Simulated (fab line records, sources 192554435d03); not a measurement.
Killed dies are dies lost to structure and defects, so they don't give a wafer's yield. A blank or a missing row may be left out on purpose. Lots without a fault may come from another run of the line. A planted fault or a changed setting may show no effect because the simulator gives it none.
Problem report in the 8D (eight disciplines) form, filled by code | flow n5_finfet | the parts of the form that need people (team, actions taken, sign-off) are left out

1. THE PROBLEM
exposure_dose_mJ_cm2 at N5_BEOL_M1_EXPOSE_08 reads a mean of 32.42 on 6 wafers of 2 lots; wafers without a fault read 32.95 with a standard deviation of 0.044. That is -12 standard deviations from the usual mean.
The step: exposes mask M1.
First seen on wafer L197.1, day 9 20:22, on euv_scanner-01. The record holds 30 wafers of 10 lots with a number at this step. Rule for "out", or "out of limits": more than 4 standard deviations from the usual mean. The other wafers with a number count as sound.

2. WHAT IT IS AND WHAT IT IS NOT
question                    | is                     | is not
which readings at this step | exposure_dose_mJ_cm2   | -
which lots                  | L197, L198             | L182, L184, L186, L187, L189, L201, L202, L205
which wafers of those lots  | all that have a number | -
read on which tools         | euv_scanner-01         | euv_scanner-02
when                        | from day 9 20:22       | up to then (15 sound wafers); but 9 sound wafers of L201, L202, L205 came after

3. SUSPECTS, AND WHAT RULES EACH OUT
Counting: a tool at a process step up to the reading stays a suspect if it ran every lot that is out and no sound lot after the first of them.
- pvd_sputter-03 at N5_BEOL_M0_ANNEAL_133 (time 60 s): ruled out as a lasting fault. Sound lots L201, L202 ran on it after its first lot that is out, L197 (day 9 17:06).
- pvd_sputter-03 at N5_BEOL_M0_ANNEAL_135 (time 60 s): ruled out as a lasting fault. Sound lots L201, L202 ran on it after its first lot that is out, L197 (day 9 17:13).
- euv_scanner-01 at N5_BEOL_M1_EXPOSE_08 (exposes mask M1): kept. It ran every lot that is out, first L197 (day 9 20:22), and no sound lot after that; its last sound lot up to then is L189 (day 7 16:16). Its own readings are out on those wafers: exposure_dose_mJ_cm2.
Left after counting: euv_scanner-01 at N5_BEOL_M1_EXPOSE_08.

4. THE CAUSE (what the simulator had put in)
Process parameter drift: euv_scanner-01, from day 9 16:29 on, at N5_BEOL_M1_EXPOSE_08. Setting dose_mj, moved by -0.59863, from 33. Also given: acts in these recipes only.
Counting left only this tool.

5. THE CHAIN OF EFFECTS, in route order
Each row: a reading whose mean over the struck wafers that have a number lies more than 3 standard deviations from the usual. Only readings for which the record gives a usual standard deviation are gone through. hours: the time from each lot's start at the first step in this table that gives one to its start at this step, as a median over the lots. sigmas: the change in usual standard deviations.
hours | step                 | reading              | usual | on struck wafers | change | sigmas
0     | N5_BEOL_M1_EXPOSE_08 | exposure_dose_mJ_cm2 | 32.95 | 32.42            | -0.53  | -12
The process steps in it:
- N5_BEOL_M1_EXPOSE_08: exposes mask M1.
Later measuring or inspecting steps at which every struck wafer that the step has a row for has a number for every such reading, and none has moved that far: N5_BEOL_M4_RC_MEAS_101.

6. WHAT WOULD HAVE CAUGHT IT SOONER
In this record the first reading out of limits was taken at day 9 20:22, 4 hours after the fault began at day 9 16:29.
